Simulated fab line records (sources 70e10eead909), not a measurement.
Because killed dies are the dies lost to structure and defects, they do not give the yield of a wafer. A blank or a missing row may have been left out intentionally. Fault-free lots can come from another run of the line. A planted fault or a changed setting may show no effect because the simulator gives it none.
What tool caused it?    flow nandHarc    36 wafers from 12 lots sampled at 5 of the route's 1302 steps

## WHAT THE GAUGES SHOWED, per wafer
NHARC_P_STI_INSPECT_25. Usual: rawDefectCount 218, standard deviation 81.
lot   measured      on                rawDefectCount  flag
L647  day 4 17:10   defectInspect-02  223 288 183     
L649  day 5 14:55   defectInspect-02  164 184 237     
L650  day 6 01:31   defectInspect-01  205 186 188     
L651  day 6 18:28   defectInspect-02  188 190 221     
L652  day 7 06:02   defectInspect-01  170 181 252     
L653  day 7 13:23   defectInspect-02  320 268 217     
L654  day 8 02:59   defectInspect-01  214 206 190     
L658  day 9 07:14   defectInspect-01  153 240 146     
L663  day 11 09:58  defectInspect-02  222 247 157     
L664  day 11 20:37  defectInspect-02  171 168 213     
L667  day 13 02:36  defectInspect-01  297 285 231     
L668  day 13 11:47  defectInspect-01  413 257 266     

NHARC_END_SORT_01. Usual: killedAtArray 53, standard deviation 21; killedAtOther 1.1, standard deviation 1.5; killedAtPeriphery 3.9, standard deviation 2.7; killedDies 58, standard deviation 21; killedOpen 3.4, standard deviation 1.9; killedShort 2.3, standard deviation 1.5.
lot   measured      on         killedAtArray  killedAtOther  killedAtPeriphery  killedDies  killedOpen  killedShort  flag
L658  day 29 15:57  prober-02  81             0              5                  86          3           2            

## TOOL THAT RAN EACH LOT (tool first, then ch and the chambers of the sampled wafers, then the start)
lot   NHARC_P_ZERO_WELL_ETCH_65          NHARC_P_STI_ETCH_42                NHARC_P_STI_ETCH_15
L647  rieDiel-09 ch 1,3, day 2 17:29     rieDiel-01 ch 0,1,2, day 3 14:57   rieSi-03 ch 1,2,3, day 3 15:08
L649  rieDiel-11 ch 0,1,2, day 3 13:22   rieDiel-01 ch 0,3, day 4 10:07     rieSi-02 ch 1,2,3, day 4 10:19
L650  rieDiel-05 ch 0,1,3, day 3 23:30   rieDiel-08 ch 0,2,3, day 4 22:26   rieSi-05 ch 2,3, day 4 22:37
L651  rieDiel-05 ch 0,1, day 4 09:31     rieDiel-01 ch 0,3, day 5 09:40     rieSi-05 ch 0,2,3, day 5 09:52
L652  rieDiel-09 ch 1,2, day 4 19:24     rieDiel-08 ch 0,1, day 5 17:55     rieSi-05 ch 0,3, day 5 18:07
L653  rieDiel-11 ch 1,2, day 5 05:31     rieDiel-01 ch 2,3, day 6 04:05     rieSi-03 ch 0,1,2, day 6 04:20
L654  rieDiel-11 ch 0,1, day 5 15:29     rieDiel-01 ch 1,3, day 6 17:22     rieSi-05 ch 0,2,3, day 6 17:35
L658  rieDiel-05 ch 1,2,3, day 7 07:38   rieDiel-08 ch 0,3, day 8 05:13     rieSi-03 ch 0,3, day 8 05:27
L663  rieDiel-11 ch 1,2,3, day 9 09:32   rieDiel-12 ch 1,2,3, day 10 08:55  rieSi-02 ch 0,3, day 10 09:06
L664  rieDiel-09 ch 0,2,3, day 9 19:30   rieDiel-01 ch 1,2,3, day 10 18:51  rieSi-03 ch 2,3, day 10 19:02
L667  rieDiel-05 ch 1,2, day 11 01:29    rieDiel-12 ch 0,1, day 11 23:56    rieSi-05 ch 0,1,3, day 12 00:09
L668  rieDiel-11 ch 1,2,3, day 11 11:29  rieDiel-01 ch 0,1,3, day 12 08:20  rieSi-03 ch 0,2,3, day 12 08:31
- NHARC_P_ZERO_WELL_ETCH_65: etches the open film in N2/H2, target depth 80 nm, overetch 24 nm, time 87.88 s.
- NHARC_P_STI_ETCH_42: etches the open film in N2/H2, target depth 80 nm, overetch 24 nm, time 61 s.
- NHARC_P_STI_ETCH_15: etches the open film in HBr/Cl2, target depth 300 nm, time 100.1 s.

## WHAT THE TOOLS THEMSELVES READ (means of the sampled wafers that have a number; where no wafer has one, the mark that the record gives instead)
NHARC_P_ZERO_WELL_ETCH_65. Usual: drypumpMotorCurrentA 5.72 A, standard deviation 0.28; oesProductAu 0.995 a.u., standard deviation 0.012; rfVppV 429.4 V, standard deviation 2.6; showerheadPlenumPTorr 2.00 Torr, standard deviation 0.087; throttleValvePct 14.171 %, standard deviation 0.0094.
lot   tool        drypumpMotorCurrentA (A)  oesProductAu (a.u.)  rfVppV (V)  showerheadPlenumPTorr (Torr)  throttleValvePct (%)  flag
L647  rieDiel-09  5.39                      1.008                429.4       2.00                          14.167                
L649  rieDiel-11  5.84                      1.005                427.9       1.94                          14.174                
L650  rieDiel-05  5.80                      0.991                430.1       2.00                          14.181                
L651  rieDiel-05  5.64                      0.981                429.7       1.96                          14.181                
L652  rieDiel-09  5.67                      0.995                432.3       2.13                          14.169                
L653  rieDiel-11  5.87                      0.994                427.6       1.93                          14.171                
L654  rieDiel-11  5.62                      1.000                427.4       1.94                          14.171                
L658  rieDiel-05  5.97                      0.987                431.3       2.05                          14.180                
L663  rieDiel-11  5.74                      0.988                428.3       1.96                          14.162                
L664  rieDiel-09  5.51                      0.993                428.0       1.97                          14.174                
L667  rieDiel-05  5.97                      0.987                430.2       2.05                          14.169                
L668  rieDiel-11  5.74                      0.992                428.1       1.96                          14.174                

NHARC_P_STI_ETCH_42. Usual: drypumpMotorCurrentA 5.5 A, standard deviation 0.49; oesProductAu 1.001 a.u., standard deviation 0.01; rfVppV 430.4 V, standard deviation 2.5; showerheadPlenumPTorr 2.04 Torr, standard deviation 0.091; throttleValvePct 14.171 %, standard deviation 0.0087.
lot   tool        drypumpMotorCurrentA (A)  oesProductAu (a.u.)  rfVppV (V)  showerheadPlenumPTorr (Torr)  throttleValvePct (%)  flag
L647  rieDiel-01  5.5                       1.000                429.4       2.01                          14.169                
L649  rieDiel-01  5.0                       1.015                432.7       2.12                          14.164                
L650  rieDiel-08  5.5                       1.008                430.8       2.04                          14.182                
L651  rieDiel-01  5.1                       1.015                433.1       2.12                          14.168                
L652  rieDiel-08  5.0                       1.006                428.3       1.99                          14.172                
L653  rieDiel-01  5.7                       1.002                434.1       2.14                          14.173                
L654  rieDiel-01  5.5                       0.951                432.1       2.12                          14.174                OFF
L658  rieDiel-08  5.7                       1.004                432.4       2.11                          14.178                
L663  rieDiel-12  5.6                       0.994                429.0       1.99                          14.173                
L664  rieDiel-01  5.8                       1.001                430.2       2.05                          14.167                
L667  rieDiel-12  6.3                       1.004                430.6       2.04                          14.171                
L668  rieDiel-01  5.3                       0.995                432.3       2.07                          14.166                

NHARC_P_STI_ETCH_15. Usual: drypumpMotorCurrentA 5.9 A, standard deviation 0.32; oesProductAu 0.999 a.u., standard deviation 0.0094; throttleValvePct 26.405 %, standard deviation 0.01.
lot   tool      drypumpMotorCurrentA (A)  oesProductAu (a.u.)  throttleValvePct (%)  flag
L647  rieSi-03  6.2                       0.993                26.407                
L649  rieSi-02  5.7                       1.003                26.406                
L650  rieSi-05  5.7                       0.994                26.407                
L651  rieSi-05  5.8                       0.994                26.401                
L652  rieSi-05  6.1                       1.004                26.402                
L653  rieSi-03  6.1                       0.999                26.402                
L654  rieSi-05  5.8                       1.006                26.408                
L658  rieSi-03  6.0                       0.989                26.403                
L663  rieSi-02  5.3                       1.000                26.406                
L664  rieSi-03  6.2                       1.003                26.412                
L667  rieSi-05  6.0                       0.994                26.409                
L668  rieSi-03  6.1                       0.998                26.403                

## THE ANSWER, worked out from the rows above alone
Rule: a lot counts as off when the mean over its wafers that have a number is more than 3 standard deviations away from the usual mean. A lot without any number at a reading at which 4 lots or more have one is off too. The other lots that the step has rows for count as sound. Order of review: gauges by route order, followed by the tools' own readings, for which a lot's mean as printed above is used. At the first step where some lot is off, the reading lying furthest off is the one used; lots without a number count as furthest.
Off: L654, at NHARC_P_STI_ETCH_42 (oesProductAu).
A tool fits if, at that step or a process step before it, it ran every lot that is off, and no sound lot after the first of them. Of those tried, none fits.

## WHAT WAS PUT IN BY THE SIMULATOR
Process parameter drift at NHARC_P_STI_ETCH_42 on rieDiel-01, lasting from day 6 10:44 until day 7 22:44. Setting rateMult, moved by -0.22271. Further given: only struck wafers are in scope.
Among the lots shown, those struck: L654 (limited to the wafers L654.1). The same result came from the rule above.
